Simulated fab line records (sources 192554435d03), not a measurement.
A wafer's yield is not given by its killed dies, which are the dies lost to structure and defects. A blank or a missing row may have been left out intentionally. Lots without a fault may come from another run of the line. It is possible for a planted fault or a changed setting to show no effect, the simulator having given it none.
The tool behind it: which one? ; flow n5-finfet ; 24 lots, 72 wafers sampled, at 6 steps of a route of 1938

== WHAT THE GAUGES SHOWED, per wafer ==
N5_BEOL_M11_CD_MEAS_18: pitch 140 nm, target cd 70 nm.
lot;measured;on;cd-nm (nm)
L074;day 10 02:05;cd-sem-03;70.2 70.5 70.0
L075;day 10 02:33;cd-sem-01;70.2 70.9 70.6
L076;day 10 16:46;cd-sem-03;72.0 70.1 70.5
L077;day 10 23:41;cd-sem-01;71.2 69.6 69.9
L078;day 11 01:53;cd-sem-03;72.2 70.2 71.7
L079;day 11 03:32;cd-sem-01;70.0 69.9 71.8
L080;day 11 17:01;cd-sem-02;70.4 70.1 70.6
L081;day 12 03:06;cd-sem-03;70.4 69.4 70.1
L083;day 12 03:54;cd-sem-02;71.0 71.1 70.5
L082;day 12 14:37;cd-sem-01;69.3 70.1 70.7
L084;day 12 14:50;cd-sem-03;71.0 70.8 70.0
L086;day 13 11:29;cd-sem-02;70.0 70.1 69.1
L085;day 13 14:44;cd-sem-03;71.5 70.0 70.4
L087;day 13 14:55;cd-sem-01;69.8 70.6 69.5
L088;day 14 18:05;cd-sem-01;69.3 70.0 70.4
L089;day 14 18:22;cd-sem-03;70.6 70.6 71.1
L090;day 14 19:37;cd-sem-02;70.1 71.3 69.7
L091;day 15 02:15;cd-sem-01;71.7 70.7 70.9
L093;day 15 06:57;cd-sem-03;70.0 70.4 70.7
L092;day 15 23:27;cd-sem-01;70.9 69.6 70.3
L094;day 15 23:32;cd-sem-02;70.8 70.4 70.7
L095;day 16 09:36;cd-sem-03;70.7 71.9 71.8
L096;day 16 16:31;cd-sem-02;71.0 70.7 71.0
L097;day 17 05:47;cd-sem-03;70.4 70.0 70.6

N5_BEOL_M11_RS_MEAS_57: a four-point-probe measurement.
lot;measured;on;M11_RS (ohm/sq)
L074;day 10 06:28;film-metro-01;0.145 0.149 0.147
L075;day 10 07:31;film-metro-02;0.155 0.151 0.153
L076;day 10 20:38;film-metro-01;0.148 0.146 0.145
L077;day 11 03:13;film-metro-02;0.145 0.147 0.148
L078;day 11 05:33;film-metro-02;0.146 0.152 0.151
L079;day 11 08:08;film-metro-02;0.152 0.152 0.154
L080;day 11 22:13;film-metro-02;0.153 0.153 0.152
L081;day 12 08:37;film-metro-02;0.145 0.148 0.150
L083;day 12 09:37;film-metro-02;0.153 0.151 0.158
L082;day 12 21:04;film-metro-01;0.152 0.156 0.150
L084;day 12 21:54;film-metro-02;0.148 0.144 0.149
L086;day 13 17:14;film-metro-01;0.149 0.151 0.153
L085;day 13 18:37;film-metro-02;0.157 0.161 0.155
L087;day 13 19:26;film-metro-02;0.145 0.155 0.154
L088;day 15 01:13;film-metro-02;0.154 0.156 0.152
L089;day 14 22:52;film-metro-01;0.150 0.148 0.149
L090;day 15 01:44;film-metro-01;0.144 0.146 0.145
L091;day 15 07:11;film-metro-02;0.149 0.149 0.148
L093;day 15 11:11;film-metro-02;0.146 0.147 0.145
L092;day 16 04:44;film-metro-02;0.148 0.148 0.148
L094;day 16 03:38;film-metro-01;0.148 0.150 0.149
L095;day 16 13:37;film-metro-02;0.150 0.147 0.148
L096;day 16 21:40;film-metro-02;0.150 0.153 0.147
L097;day 17 11:02;film-metro-02;0.147 0.145 0.153

== EACH LOT AND THE TOOL THAT RAN IT (in order: tool; ch and the chambers of the sampled wafers; start) ==
lot;N5_BEOL_M11_STRIP_36;N5_BEOL_M11_TRENCH_ETCH_37;N5_BEOL_M11_ALD_74;N5_BEOL_M11_DEP_56
L074;rie-diel-01 ch 0,1,2, day 10 03:40;rie-diel-01 ch 0,1,2, day 10 04:51 or earlier;ald-metal-01 ch 0,1,3, day 10 04:51;pecvd-02 ch 0,1, day 10 06:23
L075;rie-diel-01 ch 1,2, day 10 04:07;rie-diel-01 ch 1,2, day 10 05:22 or earlier;ald-metal-02 ch 0,3, day 10 05:22;pecvd-03 ch 0,1,2, day 10 07:26
L076;rie-diel-03 ch 0,1, day 10 18:16;rie-diel-03 ch 0,1, day 10 19:11 or earlier;ald-metal-01 ch 1,3, day 10 19:11;pecvd-01 ch 1,2, day 10 20:34
L077;rie-diel-03 ch 1,2, day 11 00:32;rie-diel-03 ch 1,2, day 11 01:33 or earlier;ald-metal-02 ch 0,1, day 11 01:33;pecvd-02 ch 0,1, day 11 03:08
L078;rie-diel-01 ch 0,1,3, day 11 02:40;rie-diel-01 ch 0,1,3, day 11 03:51 or earlier;ald-metal-04 ch 1,2,3, day 11 03:51;pecvd-01 ch 0,1, day 11 05:29
L079;rie-diel-02 ch 1,2,3, day 11 04:35;rie-diel-02 ch 1,2,3, day 11 06:31 or earlier;ald-metal-02 ch 0,2,3, day 11 06:31;pecvd-01 ch 0,1,2, day 11 08:04
L080;rie-diel-02 ch 1,2,3, day 11 17:58;rie-diel-02 ch 1,2,3, day 11 19:11 or earlier;ald-metal-01 ch 0,1,3, day 11 19:11;pecvd-01 ch 1,2, day 11 22:10
L081;rie-diel-03 ch 0,1,3, day 12 05:27;rie-diel-03 ch 0,1,3, day 12 07:00 or earlier;ald-metal-01 ch 0,1,3, day 12 07:00;pecvd-01 ch 1,2, day 12 08:34
L083;rie-diel-02 ch 0,2,3, day 12 06:32;rie-diel-02 ch 0,2,3, day 12 08:02 or earlier;ald-metal-01 ch 1,2, day 12 08:02;pecvd-01 ch 1,2, day 12 09:32
L082;rie-diel-02 ch 0,2,3, day 12 17:55;rie-diel-02 ch 0,2,3, day 12 19:32 or earlier;ald-metal-01 ch 1,2, day 12 19:32;pecvd-03 ch 1,2, day 12 21:01
L084;rie-diel-01 ch 2,3, day 12 18:10;rie-diel-01 ch 2,3, day 12 19:46 or earlier;ald-metal-02 ch 1,2,3, day 12 19:46;pecvd-03 ch 0,2, day 12 21:50
L086;rie-diel-02 ch 1,3, day 13 13:40;rie-diel-02 ch 1,3, day 13 14:31 or earlier;ald-metal-02 ch 0,1,2, day 13 14:31;pecvd-01 ch 0,1, day 13 17:10
L085;rie-diel-02 ch 0,1,3, day 13 16:05;rie-diel-02 ch 0,1,3, day 13 16:58 or earlier;ald-metal-01 ch 0,2, day 13 16:58;pecvd-02 ch 0,1, day 13 18:33
L087;rie-diel-01 ch 0,2, day 13 16:14;rie-diel-01 ch 0,2, day 13 17:35 or earlier;ald-metal-01 ch 0,1, day 13 17:35;pecvd-01 ch 0,1,2, day 13 19:22
L088;rie-diel-02 ch 0,1, day 14 21:04;rie-diel-02 ch 0,1, day 14 22:26 or earlier;ald-metal-04 ch 2,3, day 14 22:26;pecvd-01 ch 1,2, day 15 01:09
L089;rie-diel-02 ch 1,3, day 14 20:27;rie-diel-02 ch 1,3, day 14 21:17 or earlier;ald-metal-02 ch 1,2, day 14 21:17;pecvd-01 ch 0,1, day 14 22:49
L090;rie-diel-03 ch 0,1,2, day 14 21:10;rie-diel-03 ch 0,1,2, day 15 00:13 or earlier;ald-metal-02 ch 0,1,3, day 15 00:13;pecvd-01 ch 0,1,2, day 15 01:41
L091;rie-diel-03 ch 1,2,3, day 15 03:26;rie-diel-03 ch 1,2,3, day 15 05:42 or earlier;ald-metal-02 ch 1,2, day 15 05:42;pecvd-02 ch 1,2, day 15 07:07
L093;rie-diel-01 ch 1,3, day 15 08:37;rie-diel-01 ch 1,3, day 15 09:28 or earlier;ald-metal-02 ch 0,2, day 15 09:28;pecvd-02 ch 0,1, day 15 11:08
L092;rie-diel-03 ch 0,1,2, day 16 01:56;rie-diel-03 ch 0,1,2, day 16 03:14 or earlier;ald-metal-01 ch 1,2,3, day 16 03:14;pecvd-03 ch 0,1,2, day 16 04:40
L094;rie-diel-03 ch 0,1, day 16 01:04;rie-diel-03 ch 0,1, day 16 01:56 or earlier;ald-metal-01 ch 1,2,3, day 16 01:56;pecvd-02 ch 1,2, day 16 03:34
L095;rie-diel-01 ch 0,1,2, day 16 11:13;rie-diel-01 ch 0,1,2, day 16 12:09 or earlier;ald-metal-01 ch 2,3, day 16 12:09;pecvd-02 ch 0,1, day 16 13:34
L096;rie-diel-02 ch 2,3, day 16 17:37;rie-diel-02 ch 2,3, day 16 18:35 or earlier;ald-metal-02 ch 0,1,3, day 16 18:35;pecvd-03 ch 0,2, day 16 21:37
L097;rie-diel-01 ch 0,2, day 17 07:40;rie-diel-01 ch 0,2, day 17 08:44 or earlier;ald-metal-02 ch 1,2,3, day 17 08:44;pecvd-01 ch 0,2, day 17 10:57
- N5_BEOL_M11_STRIP_36: strips in N2/H2.
- N5_BEOL_M11_TRENCH_ETCH_37: etches SiCOH lowk in C4F6/O2, target depth 148.83 nm, time 48 s.
- N5_BEOL_M11_ALD_74: deposits TaN, target thk 2 nm, pulse time 2 s, purge time 3 s.
- N5_BEOL_M11_DEP_56: deposits SiCN from 3MS/NH3, target thk 30 nm, time 10.5 s.

== AS READ BY THE TOOLS THEMSELVES (means over the sampled wafers that have a number; for cases with no such wafer, the mark the record gives instead) ==
N5_BEOL_M11_STRIP_36.
lot;tool;drypump-motor-current-A (A);n2-flow-sccm (sccm);oes-product-au (a.u.);power-w (W);rf-vpp-V (V);showerhead-plenum-p-Torr (Torr);throttle-valve-pct (%)
L074;rie-diel-01;6.0;200.3;0.74;449.6;60.5;2.48;23.4
L075;rie-diel-01;6.3;199.9;0.67;452.3;60.7;2.42;23.5
L076;rie-diel-03;5.7;200.0;0.73;450.9;59.4;2.49;24.1
L077;rie-diel-03;5.6;200.2;0.72;448.2;57.6;2.48;24.0
L078;rie-diel-01;6.3;199.4;0.75;451.1;59.5;2.53;23.4
L079;rie-diel-02;5.8;199.6;0.76;449.6;57.6;2.52;23.6
L080;rie-diel-02;5.8;199.6;0.76;450.4;60.3;2.52;23.6
L081;rie-diel-03;5.5;200.0;0.72;451.3;59.7;2.52;24.0
L083;rie-diel-02;5.5;199.4;0.78;449.9;56.8;2.50;23.5
L082;rie-diel-02;5.5;200.3;0.80;449.2;57.6;2.50;23.5
L084;rie-diel-01;6.3;200.0;0.80;448.2;60.2;2.58;23.9
L086;rie-diel-02;5.7;200.4;0.80;449.6;59.6;2.60;23.4
L085;rie-diel-02;5.7;200.3;0.78;450.2;60.7;2.54;23.6
L087;rie-diel-01;5.6;199.8;0.87;450.2;59.2;2.53;23.2
L088;rie-diel-02;5.6;199.7;0.75;449.3;60.6;2.48;23.8
L089;rie-diel-02;6.0;200.7;0.73;449.7;59.5;2.55;23.6
L090;rie-diel-03;5.6;199.5;0.89;449.2;60.8;2.53;23.6
L091;rie-diel-03;5.4;199.3;0.79;448.8;57.5;2.50;23.7
L093;rie-diel-01;6.6;199.8;0.86;449.8;58.2;2.67;23.4
L092;rie-diel-03;5.6;199.7;0.87;449.6;58.4;2.52;23.7
L094;rie-diel-03;5.7;200.1;0.86;450.7;58.2;2.53;23.7
L095;rie-diel-01;5.9;199.3;0.88;449.0;57.9;2.57;23.3
L096;rie-diel-02;5.6;200.3;0.88;450.1;60.1;2.68;23.2
L097;rie-diel-01;5.6;200.5;0.86;450.9;59.2;2.49;23.4

N5_BEOL_M11_TRENCH_ETCH_37.
lot;tool;drypump-motor-current-A (A);oes-product-au (a.u.);rf-vpp-V (V);showerhead-plenum-p-Torr (Torr);throttle-valve-pct (%)
L074;rie-diel-01;5.9;0.75;664;2.80;20.91
L075;rie-diel-01;6.3;0.69;648;2.74;20.91
L076;rie-diel-03;5.7;0.73;654;2.79;21.30
L077;rie-diel-03;5.6;0.72;654;2.78;21.20
L078;rie-diel-01;6.3;0.75;668;2.85;20.87
L079;rie-diel-02;5.8;0.76;662;2.85;20.88
L080;rie-diel-02;5.8;0.75;663;2.85;20.89
L081;rie-diel-03;5.5;0.72;659;2.81;21.22
L083;rie-diel-02;5.5;0.78;668;2.82;20.85
L082;rie-diel-02;5.5;0.78;667;2.82;20.85
L084;rie-diel-01;6.3;0.80;712;2.90;21.18
L086;rie-diel-02;5.8;0.79;652;2.96;20.94
L085;rie-diel-02;5.7;0.77;662;2.88;20.94
L087;rie-diel-01;5.6;0.87;679;2.84;20.79
L088;rie-diel-02;5.6;0.76;672;2.79;20.98
L089;rie-diel-02;6.0;0.74;657;2.90;21.01
L090;rie-diel-03;5.6;0.88;649;2.85;21.08
L091;rie-diel-03;5.4;0.78;658;2.79;21.01
L093;rie-diel-01;6.6;0.86;660;3.00;20.72
L092;rie-diel-03;5.5;0.86;650;2.85;21.08
L094;rie-diel-03;5.7;0.86;651;2.85;21.18
L095;rie-diel-01;5.9;0.88;667;2.89;20.72
L096;rie-diel-02;5.6;0.88;674;3.00;20.57
L097;rie-diel-01;5.7;0.86;690;2.81;20.93

N5_BEOL_M11_ALD_74.
lot;tool;heater-power-w (W)
L074;ald-metal-01;415
L075;ald-metal-02;426
L076;ald-metal-01;415
L077;ald-metal-02;457
L078;ald-metal-04;481
L079;ald-metal-02;389
L080;ald-metal-01;419
L081;ald-metal-01;412
L083;ald-metal-01;446
L082;ald-metal-01;483
L084;ald-metal-02;389
L086;ald-metal-02;433
L085;ald-metal-01;477
L087;ald-metal-01;417
L088;ald-metal-04;491
L089;ald-metal-02;397
L090;ald-metal-02;423
L091;ald-metal-02;433
L093;ald-metal-02;426
L092;ald-metal-01;454
L094;ald-metal-01;456
L095;ald-metal-01;454
L096;ald-metal-02;424
L097;ald-metal-02;395

N5_BEOL_M11_DEP_56.
lot;tool;showerhead-plenum-p-Torr (Torr);throttle-valve-pct (%)
L074;pecvd-02;4.170;18.5
L075;pecvd-03;4.169;18.0
L076;pecvd-01;4.125;18.4
L077;pecvd-02;4.175;18.6
L078;pecvd-01;4.122;18.0
L079;pecvd-01;4.127;17.9
L080;pecvd-01;4.130;18.4
L081;pecvd-01;4.126;18.5
L083;pecvd-01;4.127;18.4
L082;pecvd-03;4.172;18.0
L084;pecvd-03;4.174;18.1
L086;pecvd-01;4.129;17.6
L085;pecvd-02;4.168;18.6
L087;pecvd-01;4.135;18.1
L088;pecvd-01;4.121;18.3
L089;pecvd-01;4.129;17.9
L090;pecvd-01;4.131;18.1
L091;pecvd-02;4.170;17.0
L093;pecvd-02;4.160;18.2
L092;pecvd-03;4.175;17.4
L094;pecvd-02;4.165;17.0
L095;pecvd-02;4.175;18.6
L096;pecvd-03;4.173;17.9
L097;pecvd-01;4.131;18.5

== THE ANSWER, worked out from the rows above alone ==
Rule: the usual values come from the lots themselves. The widest of any qualifying gaps counts: lots, ordered by their means at a reading, are off when they make up no more than a third of the lots, leave a main group of 4 or more, and stand apart from it by 3 or more times the standard deviation of that group's means. A main group whose means are all the same, to the digits that the tables above print for the reading, isn't used. Also off: a lot with no number at a reading for which 4 or more lots have one. Any other lot the step has rows for is counted as sound. Order of review: gauges by route order, followed by the tools' own readings, for which a lot's mean as printed above is used. The first step at which some lot is off is used, and at that step the reading that is off furthest; a lot without a number counts as furthest.
None of the lots is off at any reading shown; this tells nothing.

== WHAT THE SIMULATOR HAD PUT IN ==
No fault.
